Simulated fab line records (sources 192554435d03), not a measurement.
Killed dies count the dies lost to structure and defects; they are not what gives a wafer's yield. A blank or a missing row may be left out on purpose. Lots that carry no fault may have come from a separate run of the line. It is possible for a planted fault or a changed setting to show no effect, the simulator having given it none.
fab line records	flow n5-finfet
record: lots: 7	wafers: 21
route steps=1938 shown BEOL_M2@860 BEOL_M3@960 BEOL_M4@1053 BEOL_M5@1116
start-h: hours from the record's first day to the start of the lot's first wafer shown	wait-h: hours elapsed since this lot's preceding step	" identical to the entry in the row above	L1.1+2: a single row standing in for several wafers	- no value present, or no start provided	* or withheld: withheld	< > ~ a bound
route shown NAME@n: a module of which the file shows steps, and the number in the route of the first	usual: average and standard deviation across the fault-free wafers	same: alike in all rows	chamber/n: place in a boat	sites: readings site by site	_std_site: their standard deviation	_edge_site: the outer-site mean with the inner-site mean subtracted	radius-mm: for every site, how far away it sits from the centre of the wafer	mask NAME#n: copy n	behind: the last tool/chamber to shape the wafer	hold: why the lot went on hold/how many hours it stayed there/how the hold came to an end	device: transistor that didn't switch, given as n, p or np	end of line: the tests these same wafers got at the end of their route	a step given without rows: its recipe and nothing more	killed: the dies lost at the first sort to structure and to defects; this is not the yield of the wafer	map: a wafer's dies, x killed, . not, _ none there
set.NAME: the setting the step ran with; set.NAME@STEP: the setting that earlier step ran with	model.NAME: the simulator's own value behind a step, which no gauge read
lots run with intentionally changed settings; tables by step, rows by wafer
== steps ==
step: N5_BEOL_M2_ETCH_64
recipe: chemistry: N2/H2	target: SOC	target-depth-a: 750	overetch-a: 225	mask-material: SiARC	temp-c: 40	time-s: 121.9	ion-energy-ev: 200	pressure-mtorr: 30	source-w: 840	bias-w: 150	n2-flow-sccm: 200	h2-flow-sccm: 200
usual: rf-vpp-V: 524.7/2.2
lot.wafer	tool	chamber	start-h	wait-h	set.source-w	rf-vpp-V
L075.1	rie-diel-05	3	136.25	0.0	840	522.5
L075.2	"	0	"	"	723.4	554.0
L075.6	"	1	"	"	723.4	552.1
L076.1	rie-diel-03	2	147.46	0.0	953.8	506.5
L076.3	"	3	"	"	840	524.7
L076.5	"	3	"	"	840	522.6
L080.2	rie-diel-04	2	165.85	0.0	840	525.1
L080.3	"	0	"	"	840	525.0
L080.4	"	1	"	"	840	526.0
L083.3	rie-diel-03	2	196.99	0.0	840	526.6
L083.4	"	3	"	"	972.4	497.5
L083.5	"	0	"	"	840	525.4
L084.1	rie-diel-05	2	200.28	0.0	840	524.5
L084.2	"	1	"	"	840	527.4
L084.5	"	2	"	"	740.3	547.0
L092.3	rie-diel-04	1	252.57	0.0	840	524.9
L092.4	"	3	"	"	840	525.3
L092.5	"	1	"	"	840	525.1
L094.1	rie-diel-05	0	255.21	0.0	888.3	518.6
L094.4	"	1	"	"	840	526.0
L094.5	"	1	"	"	840	526.9
step: N5_BEOL_M3_COAT_22
recipe: resist: CAR-EUV	spin-rpm: 1500	resist-thk-nm: 30
lot.wafer	tool	chamber	start-h	wait-h	set.spin-rpm	model.CAR-EUV_of_BEOL_M3_COAT_22.thk-nm
L075.1+2	litho-track-04	0	-	-	1391	31.2
L075.6	"	0	"	"	1500	30
L076.1+3+5	litho-track-03	0	-	-	1500	29.8
L080.2	litho-track-02	0	-	-	1500	30
L080.3+4	"	0	"	"	1425	30.8
L083.3+4+5	litho-track-04	0	-	-	1500	30
L084.1+2+5	litho-track-03	0	-	-	1500	30
L092.3+4+5	litho-track-03	0	-	-	1500	30
L094.1+4+5	litho-track-03	0	-	-	1394	31.2
step: N5_BEOL_M3_EXPOSE_25
recipe: mask-id: V2	na: 0.33	source-shape: quasar	sigma-inner: 0.2	sigma-outer: 0.8	polarization: unpolarized	defocus-nm: 5	dose-mj: 63
lot.wafer	tool	chamber	start-h	wait-h	mask	set.dose-mj
L075.1+6	euv-scanner-02	0	150.02	-	V2#0	63
L075.2	"	0	"	"	V2#0	60.66
L076.1+3	euv-scanner-02	0	156.63	-	V2#0	63
L076.5	"	0	"	"	V2#0	66.13
L080.2+3	euv-scanner-02	0	178.36	-	V2#0	65.05
L080.4	"	0	"	"	V2#0	63
L083.3	euv-scanner-02	0	206.30	-	V2#0	63
L083.4+5	"	0	"	"	V2#0	58.49
L084.1+2	euv-scanner-02	0	209.30	-	V2#0	63
L084.5	"	0	"	"	V2#0	60.68
L092.3+4+5	euv-scanner-01	0	261.54	-	V2#0	63
L094.1	euv-scanner-01	0	267.12	-	V2#0	63
L094.4+5	"	0	"	"	V2#0	58.84
step: N5_BEOL_M3_PEB_26
recipe: peb-temp-c: 100	peb-time-s: 60	resist: CAR-EUV
step: N5_BEOL_M3_DEVELOP_27
recipe: develop-time-s: 30	developer: TMAH	resist: CAR-EUV	rinse-liquid: surfactant-rinse	dry: air-spin	dev-temp-c: 23
lot.wafer	tool	chamber	start-h	wait-h	set.spin-rpm@BEOL_M3_COAT_22	model.CAR-EUV_of_BEOL_M3_COAT_22.thk-nm
L075.1	litho-track-02	0	-	-	1391	30.8
L075.2	"	0	"	"	1391	30.6
L075.6	"	0	"	"	1500	29.6
L076.1	litho-track-04	0	-	-	1500	29.4
L076.3+5	"	0	"	"	1500	29.2
L080.2	litho-track-03	0	-	-	1500	29.6
L080.3	"	0	"	"	1425	30.2
L080.4	"	0	"	"	1425	30.4
L083.3+5	litho-track-04	0	-	-	1500	29.4
L083.4	"	0	"	"	1500	29.6
L084.1	litho-track-04	0	-	-	1500	29.6
L084.2+5	"	0	"	"	1500	29.4
L092.3+4+5	litho-track-04	0	-	-	1500	29.6
L094.1+4+5	litho-track-04	0	-	-	1394	30.8
step: N5_BEOL_M3_CD_MEAS_28
recipe: target-cd-nm: 25.7	landing-energy-ev: 500	detector: se-inlens	target-cd-y-nm: 23.3	polarity: opening
usual: cd-nm: 25.66/0.23
lot.wafer	tool	chamber	start-h	wait-h	set.dose-mj@BEOL_M3_EXPOSE_25	cd-nm
L075.1	cd-sem-01	0	150.17	-	63	25.73
L075.2	"	0	"	"	60.66	24.82
L075.6	"	0	"	"	63	25.71
L076.1	cd-sem-01	0	156.77	-	63	25.46
L076.3	"	0	"	"	63	25.54
L076.5	"	0	"	"	66.13	26.64
L080.2	cd-sem-03	0	178.49	-	65.05	26.51
L080.3	"	0	"	"	65.05	26.11
L080.4	"	0	"	"	63	25.53
L083.3	cd-sem-03	0	206.43	-	63	25.73
L083.4	"	0	"	"	58.49	24.39
L083.5	"	0	"	"	58.49	24.43
L084.1	cd-sem-01	0	209.44	-	63	25.74
L084.2	"	0	"	"	63	25.54
L084.5	"	0	"	"	60.68	25.05
L092.3	cd-sem-01	0	261.67	-	63	25.46
L092.4	"	0	"	"	63	25.69
L092.5	"	0	"	"	63	25.81
L094.1	cd-sem-03	0	267.27	-	63	25.71
L094.4	"	0	"	"	58.84	24.69
L094.5	"	0	"	"	58.84	24.49
step: N5_BEOL_M3_DESCUM_33
recipe: chemistry: O2	time-s: 7	source-power-w: 50	bias-power-w: 20	pressure-mtorr: 20	rf-frequency-hz: 2.712e+07	temp-c: 40	resist: CAR-EUV	o2-flow-sccm: 225
lot.wafer	tool	chamber	start-h	wait-h	set.spin-rpm@BEOL_M3_COAT_22	model.CAR-EUV_of_BEOL_M3_COAT_22.thk-nm
L075.1+2	rie-diel-02	2,0	150.29	0.0	1391	27.2
L075.6	"	3	"	"	1500	26.2
L076.1+3+5	rie-diel-02	3,2,2	157.05	0.2	1500	25.8
L080.2	rie-diel-01	3	179.15	0.6	1500	26.2
L080.3	"	1	"	"	1425	26.8
L080.4	"	0	"	"	1425	27
L083.3+4+5	rie-diel-02	2,0,3	206.66	0.1	1500	26
L084.1+2+5	rie-diel-06	1,3,3	209.67	0.1	1500	26
L092.3+5	rie-diel-06	2	261.79	0.0	1500	26
L092.4	"	3	"	"	1500	26.2
L094.1	rie-diel-01	3	267.39	0.0	1394	27.4
L094.4+5	"	1	"	"	1394	27.2
step: N5_BEOL_M4_EXPOSE_25
recipe: mask-id: V3	na: 0.33	source-shape: quasar	sigma-inner: 0.2	sigma-outer: 0.8	polarization: unpolarized	defocus-nm: 5	dose-mj: 63
lot.wafer	tool	chamber	start-h	wait-h	mask	set.dose-mj
L075.1+6	euv-scanner-01	0	160.39	-	V3#0	66.02
L075.2	"	0	"	"	V3#0	63
L076.1	euv-scanner-02	0	170.41	-	V3#0	65.52
L076.3+5	"	0	"	"	V3#0	63
L080.2	euv-scanner-01	0	189.25	-	V3#0	61.16
L080.3+4	"	0	"	"	V3#0	63
L083.3+4	euv-scanner-01	0	220.55	-	V3#0	63
L083.5	"	0	"	"	V3#0	59.18
L084.1+5	euv-scanner-01	0	222.40	-	V3#0	58.58
L084.2	"	0	"	"	V3#0	63
L092.3+4+5	euv-scanner-01	0	273.25	-	V3#0	63
L094.1	euv-scanner-02	0	293.97	-	V3#0	61.5
L094.4+5	"	0	"	"	V3#0	63
step: N5_BEOL_M4_PEB_26
recipe: peb-temp-c: 100	peb-time-s: 60	resist: CAR-EUV
step: N5_BEOL_M4_DEVELOP_27
recipe: develop-time-s: 30	developer: TMAH	resist: CAR-EUV	rinse-liquid: surfactant-rinse	dry: air-spin	dev-temp-c: 23
step: N5_BEOL_M4_CD_MEAS_28
recipe: target-cd-nm: 26.2	landing-energy-ev: 500	detector: se-inlens	target-cd-y-nm: 24.1	polarity: opening
usual: cd-nm: 26.15/0.23
lot.wafer	tool	chamber	start-h	wait-h	set.dose-mj@BEOL_M4_EXPOSE_25	cd-nm
L075.1	cd-sem-01	0	160.53	-	66.02	27.02
L075.2	"	0	"	"	63	25.93
L075.6	"	0	"	"	66.02	27.23
L076.1	cd-sem-03	0	170.55	-	65.52	26.96
L076.3	"	0	"	"	63	26.08
L076.5	"	0	"	"	63	26.00
L080.2	cd-sem-02	0	189.39	-	61.16	25.34
L080.3	"	0	"	"	63	25.98
L080.4	"	0	"	"	63	26.29
L083.3	cd-sem-01	0	220.68	-	63	26.29
L083.4	"	0	"	"	63	26.29
L083.5	"	0	"	"	59.18	24.88
L084.1	cd-sem-02	0	222.54	-	58.58	24.68
L084.2	"	0	"	"	63	26.34
L084.5	"	0	"	"	58.58	24.46
L092.3	cd-sem-03	0	273.38	-	63	26.01
L092.4	"	0	"	"	63	25.98
L092.5	"	0	"	"	63	25.89
L094.1	cd-sem-03	0	294.11	-	61.5	25.57
L094.4	"	0	"	"	63	26.32
L094.5	"	0	"	"	63	26.17
step: N5_BEOL_M4_ETCH_70
recipe: chemistry: N2/H2	target: SOC	target-depth-a: 800	overetch-a: 240	mask-material: SiARC	temp-c: 40	time-s: 130	ion-energy-ev: 200	pressure-mtorr: 30	source-w: 840	bias-w: 150	n2-flow-sccm: 200	h2-flow-sccm: 200
usual: rf-vpp-V: 524.6/2.1
lot.wafer	tool	chamber	start-h	wait-h	set.bias-w	rf-vpp-V	model.SiARC_of_BEOL_M4_COAT_68.thk-nm
L075.1	rie-diel-04	2	167.65	0.0	172.6	572.0	5
L075.2	"	3	"	"	150	522.7	5.8
L075.6	"	1	"	"	172.6	575.2	5
L076.1	rie-diel-05	0	176.55	0.0	150	527.1	5.8
L076.3	"	1	"	"	150	524.0	6
L076.5	"	0	"	"	166.7	565.8	5
L080.2	rie-diel-03	0	195.24	0.0	150	525.7	5.8
L080.3	"	3	"	"	133	484.6	6.8
L080.4	"	1	"	"	150	521.3	5.8
L083.3	rie-diel-04	0	221.43	0.0	150	526.2	5.8
L083.4	"	2	"	"	173.3	572.0	4.8
L083.5	"	2	"	"	150	523.8	6
L084.1	rie-diel-04	0	223.98	0.0	150	525.9	5.8
L084.2	"	1	"	"	150	525.4	5.8
L084.5	"	3	"	"	150	522.5	5.8
L092.3	rie-diel-05	1	278.49	0.0	150	526.0	5.8
L092.4	"	0	"	"	150	528.6	5.8
L092.5	"	2	"	"	150	525.6	5.6
L094.1	rie-diel-04	2	298.58	0.0	150	522.0	6
L094.4	"	1	"	"	150	524.9	5.8
L094.5	"	2	"	"	150	522.3	6
step: N5_BEOL_M5_HM_DEP_02
recipe: material: TiN	target-thk-a: 200	temp-c: 25	chamber-pressure-pa: 0.49996
lot.wafer	tool	chamber	start-h	wait-h	set.target-thk-a	model.TiN_of_BEOL_M5_HM_DEP_02.thk-nm
L075.1	pvd-sputter-03	-	174.55	0.8	200	20.2
L075.2	"	-	"	"	200	20.4
L075.6	"	-	"	"	210.6	21.4
L076.1	pvd-sputter-01	-	183.62	1.1	200	20
L076.3+5	"	-	"	"	209.2	21
L080.2+3	pvd-sputter-03	-	202.73	1.3	200	20.2
L080.4	"	-	"	"	200	20
L083.3	pvd-sputter-02	-	227.72	0.5	200	20.2
L083.4+5	"	-	"	"	200	20.4
L084.1	pvd-sputter-02	-	230.84	0.6	200	20
L084.2+5	"	-	"	"	212.7	21.2
L092.3+4+5	pvd-sputter-02	-	286.43	1.8	200	20
L094.1+4+5	pvd-sputter-01	-	305.09	0.7	200	19.8
step: N5_BEOL_M5_EXPOSE_08
recipe: mask-id: M5	na: 0.33	source-shape: annular	sigma-inner: 0.4	sigma-outer: 0.8	polarization: unpolarized	target-cd-nm: 28	dose-mj: 35.75
lot.wafer	tool	chamber	start-h	wait-h	mask	set.dose-mj
L075.1	euv-scanner-01	0	174.94	-	M5#0	35.75
L075.2+6	"	0	"	"	M5#0	36.51
L076.1+3+5	euv-scanner-01	0	183.89	-	M5#0	35.75
L080.2+4	euv-scanner-02	0	203.00	-	M5#0	36.45
L080.3	"	0	"	"	M5#0	35.75
L083.3+4+5	euv-scanner-01	0	228.13	-	M5#0	35.75
L084.1+5	euv-scanner-01	0	231.11	-	M5#0	35.75
L084.2	"	0	"	"	M5#0	37.56
L092.3+4+5	euv-scanner-01	0	286.70	-	M5#0	35.75
L094.1+5	euv-scanner-01	0	305.36	-	M5#0	35.75
L094.4	"	0	"	"	M5#0	34.74
step: N5_BEOL_M5_PEB_09
recipe: peb-temp-c: 100	peb-time-s: 60	resist: CAR-EUV
step: N5_BEOL_M5_DEVELOP_10
recipe: develop-time-s: 30	developer: TMAH	resist: CAR-EUV	rinse-liquid: surfactant-rinse	dry: air-spin	dev-temp-c: 23
step: N5_BEOL_M5_DESCUM_16
recipe: chemistry: O2	time-s: 7	source-power-w: 50	bias-power-w: 20	pressure-mtorr: 20	rf-frequency-hz: 2.712e+07	temp-c: 40	resist: CAR-EUV	o2-flow-sccm: 225
lot.wafer	tool	chamber	start-h	wait-h	set.dose-mj@BEOL_M5_EXPOSE_08	model.BEOL_M5.cd-nm
L075.1	rie-diel-02	1	175.42	0.3	35.75	28
L075.2+6	"	0,3	"	"	36.51	28.4
L076.1+3+5	rie-diel-06	1,0,2	184.14	0.0	35.75	28
L080.2	rie-diel-06	0	203.24	0.0	36.45	28.6
L080.3	"	2	"	"	35.75	28.2
L080.4	"	3	"	"	36.45	28.4
L083.3+4+5	rie-diel-01	0,3,0	229.64	1.3	35.75	27.8
L084.1+5	rie-diel-06	3	231.69	0.4	35.75	28
L084.2	"	2	"	"	37.56	29.2
L092.3+5	rie-diel-02	2,1	286.95	0.0	35.75	28
L092.4	"	2	"	"	35.75	28.2
L094.1+5	rie-diel-02	1,2	305.61	0.0	35.75	28
L094.4	"	1	"	"	34.74	27.2
step: N5_BEOL_M5_ETCH_72
recipe: chemistry: N2/H2	target: underlayer	target-depth-a: 65	mask-material: CAR-EUV	time-s: 5.2	ion-energy-ev: 200	pressure-mtorr: 30	source-w: 840	bias-w: 150	n2-flow-sccm: 200	h2-flow-sccm: 200	ends: cleared
lot.wafer	tool	chamber	start-h	wait-h	set.dose-mj@BEOL_M5_EXPOSE_08	model.BEOL_M5.cd-nm
L075.1	rie-diel-02	1	175.46	0.0	35.75	28
L075.2+6	"	0,3	"	"	36.51	28.4
L076.1+3+5	rie-diel-06	1,0,2	184.17	0.0	35.75	28
L080.2	rie-diel-06	0	203.28	0.0	36.45	28.4
L080.3	"	2	"	"	35.75	28.2
L080.4	"	3	"	"	36.45	28.2
L083.3+4+5	rie-diel-01	0,3,0	229.67	0.0	35.75	27.8
L084.1+5	rie-diel-06	3	231.72	0.0	35.75	28
L084.2	"	2	"	"	37.56	29
L092.3	rie-diel-02	2	286.98	0.0	35.75	28
L092.4	"	2	"	"	35.75	28.2
L092.5	"	1	"	"	35.75	27.8
L094.1+5	rie-diel-02	1,2	305.64	0.0	35.75	28.2
L094.4	"	1	"	"	34.74	27.2
step: N5_BEOL_M5_ETCH_61
recipe: chemistry: CF4	target: SiARC	target-depth-a: 156	mask-material: CAR-EUV	time-s: 26	ion-energy-ev: 80	pressure-mtorr: 40	source-w: 545	bias-w: 36	Ar_flow_sccm: 100	cf4-flow-sccm: 100	ends: cleared
lot.wafer	tool	chamber	start-h	wait-h	set.dose-mj@BEOL_M5_EXPOSE_08	model.BEOL_M5.cd-nm
L075.1	rie-diel-02	1	175.48	0.0	35.75	28
L075.2	"	0	"	"	36.51	28.6
L075.6	"	3	"	"	36.51	28.4
L076.1+3+5	rie-diel-06	1,0,2	184.19	0.0	35.75	27.8
L080.2	rie-diel-06	0	203.30	0.0	36.45	28.4
L080.3	"	2	"	"	35.75	28.2
L080.4	"	3	"	"	36.45	28.2
L083.3+5	rie-diel-01	0	229.69	0.0	35.75	27.8
L083.4	"	3	"	"	35.75	28
L084.1+5	rie-diel-06	3	231.74	0.0	35.75	28
L084.2	"	2	"	"	37.56	29
L092.3	rie-diel-02	2	287.00	0.0	35.75	28
L092.4	"	2	"	"	35.75	28.2
L092.5	"	1	"	"	35.75	27.8
L094.1+5	rie-diel-02	1,2	305.66	0.0	35.75	28.2
L094.4	"	1	"	"	34.74	27.2
step: N5_BEOL_M5_ETCH_62
recipe: chemistry: N2/H2	target: SOC	target-depth-a: 750	overetch-a: 150	mask-material: SiARC	temp-c: 40	time-s: 112.5	ion-energy-ev: 200	pressure-mtorr: 30	source-w: 840	bias-w: 150	n2-flow-sccm: 200	h2-flow-sccm: 200
lot.wafer	tool	chamber	start-h	wait-h	set.dose-mj@BEOL_M5_EXPOSE_08	model.BEOL_M5.cd-nm
L075.1	rie-diel-02	1	175.50	0.0	35.75	27.8
L075.2	"	0	"	"	36.51	28.6
L075.6	"	3	"	"	36.51	28.4
L076.1+3	rie-diel-06	1,0	184.22	0.0	35.75	28
L076.5	"	2	"	"	35.75	27.6
L080.2+4	rie-diel-06	0,3	203.32	0.0	36.45	28.6
L080.3	"	2	"	"	35.75	28.2
L083.3+4	rie-diel-01	0,3	229.72	0.0	35.75	27.8
L083.5	"	0	"	"	35.75	27.6
L084.1+5	rie-diel-06	3	231.77	0.0	35.75	28
L084.2	"	2	"	"	37.56	28.8
L092.3+5	rie-diel-02	2,1	287.03	0.0	35.75	28
L092.4	"	2	"	"	35.75	28.2
L094.1+5	rie-diel-02	1,2	305.69	0.0	35.75	28.2
L094.4	"	1	"	"	34.74	27.4
step: N5_BEOL_M5_STRIP_63
recipe: chemistry: N2/H2	temp-c: 40	n2-flow-sccm: 200	h2-flow-sccm: 200	rf-frequency-hz: 6e+07
step: N5_BEOL_M5_STRIP_73
recipe: chemistry: N2/H2	temp-c: 40	n2-flow-sccm: 200	h2-flow-sccm: 200	rf-frequency-hz: 6e+07
step: N5_BEOL_M5_STRIP_64
recipe: chemistry: CF4	resist: SiARC	power-w: 300	bias-power-w: 75	pressure-mtorr: 50	cf4-flow-sccm: 150	rf-frequency-hz: 6e+07
step: N5_BEOL_M5_HM_OPEN_17
recipe: chemistry: Cl2/BCl3	target-depth-a: 200	overetch-a: 60	target: TiN	mask-material: SOC	ion-energy-ev: 150	pressure-mtorr: 10	icp-w: 1000	bias-w: 126	Cl2_flow_sccm: 53.25	bcl3-flow-sccm: 21.75	Ar_flow_sccm: 25
lot.wafer	tool	chamber	start-h	wait-h	set.target-thk-a@BEOL_M5_HM_DEP_02	set.dose-mj@BEOL_M5_EXPOSE_08	model.etch.depth-nm	model.BEOL_M5.cd-nm
L075.1	rie-metal-01	1	175.67	0.0	200	35.75	20.13	28
L075.2	"	0	"	"	200	36.51	20.34	28.6
L075.6	"	0	"	"	210.6	36.51	21.32	28.4
L076.1	rie-metal-03	1	184.39	0.0	200	35.75	19.99	28
L076.3	"	1	"	"	209.2	35.75	21	28
L076.5	"	1	"	"	209.2	35.75	20.91	27.6
L080.2	rie-metal-02	1	203.49	0.0	200	36.45	20.14	28.6
L080.3	"	1	"	"	200	35.75	20.13	28.2
L080.4	"	0	"	"	200	36.45	20.03	28.6
L083.3	rie-metal-02	0	229.95	0.1	200	35.75	20.22	27.8
L083.4	"	0	"	"	200	35.75	20.48	27.8
L083.5	"	0	"	"	200	35.75	20.32	27.6
L084.1	rie-metal-02	0	231.94	0.0	200	35.75	19.98	28
L084.2	"	0	"	"	212.7	37.56	21.18	28.8
L084.5	"	0	"	"	212.7	35.75	21.17	28
L092.3	rie-metal-01	0	287.26	0.1	200	35.75	20.07	28
L092.4	"	0	"	"	200	35.75	20.08	28.2
L092.5	"	0	"	"	200	35.75	20.05	28
L094.1	rie-metal-01	0	305.86	0.0	200	35.75	19.82	28
L094.4	"	0	"	"	200	34.74	19.86	27.4
L094.5	"	0	"	"	200	35.75	19.83	28.2
step: N5_BEOL_M5_STRIP_19
recipe: chemistry: O2	power-w: 400	temp-c: 40	pressure-mtorr: 30	rf-frequency-hz: 6e+07	bias-power-w: 0	overash-fraction: 0.2	o2-flow-sccm: 225
step: N5_BEOL_M5_STRIP_85
recipe: chemistry: C4F6/O2	resist: SiARC	rf-frequency-hz: 6e+07
step: N5_BEOL_M5_STRIP_36
recipe: chemistry: N2/H2	power-w: 450	temp-c: 40	pressure-mtorr: 20	rf-frequency-hz: 6e+07	overash-fraction: 0.3	bias-power-w: 7	h2-frac: 0.5	n2-flow-sccm: 200	h2-flow-sccm: 200
step: N5_BEOL_M5_TRENCH_ETCH_37
recipe: chemistry: C4F6/O2	target-depth-a: 716.52	target: SiCOH_lowk	time-s: 24.7	ion-energy-ev: 250	pressure-mtorr: 30	source-w: 345	bias-w: 185	Ar_flow_sccm: 300	C4F6_flow_sccm: 10	O2_flow_sccm: 10
lot.wafer	tool	chamber	start-h	wait-h	set.target-thk-a@BEOL_M5_HM_DEP_02	model.TiN_of_BEOL_M5_HM_DEP_02.thk-nm
L075.1	rie-diel-06	3	-	-	200	18
L075.2	"	0	"	"	200	18.2
L075.6	"	1	"	"	210.6	19.2
L076.1	rie-diel-06	2	-	-	200	18
L076.3+5	"	1,0	"	"	209.2	18.8
L080.2+3+4	rie-diel-01	0,3,2	-	-	200	18
L083.3+5	rie-diel-06	2	-	-	200	18.2
L083.4	"	1	"	"	200	18.4
L084.1	rie-diel-01	1	-	-	200	18
L084.2+5	"	0	"	"	212.7	19
L092.3+4+5	rie-diel-01	0,3,2	-	-	200	18
L094.1	rie-diel-06	3	-	-	200	17.6
L094.4+5	"	0,1	"	"	200	17.8
== key ==
split: step: N5_BEOL_M2_ETCH_64	setting: source-w	stated: 840	by: wafer
response: step: N5_BEOL_M2_ETCH_64	reading: rf-vpp-V	change: -1.76	per: 1%	r: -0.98
split: step: N5_BEOL_M3_COAT_22	setting: spin-rpm	stated: 1500	by: wafer
response: step: N5_BEOL_M3_COAT_22	reading: model.CAR-EUV_of_BEOL_M3_COAT_22.thk-nm	change: -0.163	per: 1%	r: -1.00
response: step: N5_BEOL_M3_DEVELOP_27	reading: model.CAR-EUV_of_BEOL_M3_COAT_22.thk-nm	change: -0.148	per: 1%	r: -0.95
response: step: N5_BEOL_M3_DESCUM_33	reading: model.CAR-EUV_of_BEOL_M3_COAT_22.thk-nm	change: -0.138	per: 1%	r: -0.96
split: step: N5_BEOL_M3_EXPOSE_25	setting: dose-mj	stated: 63	by: wafer
response: step: N5_BEOL_M3_CD_MEAS_28	reading: cd-nm	change: +0.194	per: 1%	r: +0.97
split: step: N5_BEOL_M4_EXPOSE_25	setting: dose-mj	stated: 63	by: wafer
response: step: N5_BEOL_M4_CD_MEAS_28	reading: cd-nm	change: +0.247	per: 1%	r: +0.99
split: step: N5_BEOL_M4_ETCH_70	setting: bias-w	stated: 150	by: wafer
response: step: N5_BEOL_M4_ETCH_70	reading: rf-vpp-V	change: +3.31	per: 1%	r: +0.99
response: step: N5_BEOL_M4_ETCH_70	reading: model.SiARC_of_BEOL_M4_COAT_68.thk-nm	change: -0.0701	per: 1%	r: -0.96
split: step: N5_BEOL_M5_HM_DEP_02	setting: target-thk-a	stated: 200	by: wafer
response: step: N5_BEOL_M5_HM_DEP_02	reading: model.TiN_of_BEOL_M5_HM_DEP_02.thk-nm	change: +0.202	per: 1%	r: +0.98
response: step: N5_BEOL_M5_HM_OPEN_17	reading: model.etch.depth-nm	change: +0.198	per: 1%	r: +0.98
response: step: N5_BEOL_M5_TRENCH_ETCH_37	reading: model.TiN_of_BEOL_M5_HM_DEP_02.thk-nm	change: +0.177	per: 1%	r: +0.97
split: step: N5_BEOL_M5_EXPOSE_08	setting: dose-mj	stated: 35.75	by: wafer
response: step: N5_BEOL_M5_DESCUM_16	reading: model.BEOL_M5.cd-nm	change: +0.233	per: 1%	r: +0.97
response: step: N5_BEOL_M5_ETCH_72	reading: model.BEOL_M5.cd-nm	change: +0.213	per: 1%	r: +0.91
response: step: N5_BEOL_M5_ETCH_61	reading: model.BEOL_M5.cd-nm	change: +0.218	per: 1%	r: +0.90
response: step: N5_BEOL_M5_ETCH_62	reading: model.BEOL_M5.cd-nm	change: +0.204	per: 1%	r: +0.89
response: step: N5_BEOL_M5_HM_OPEN_17	reading: model.BEOL_M5.cd-nm	change: +0.188	per: 1%	r: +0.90
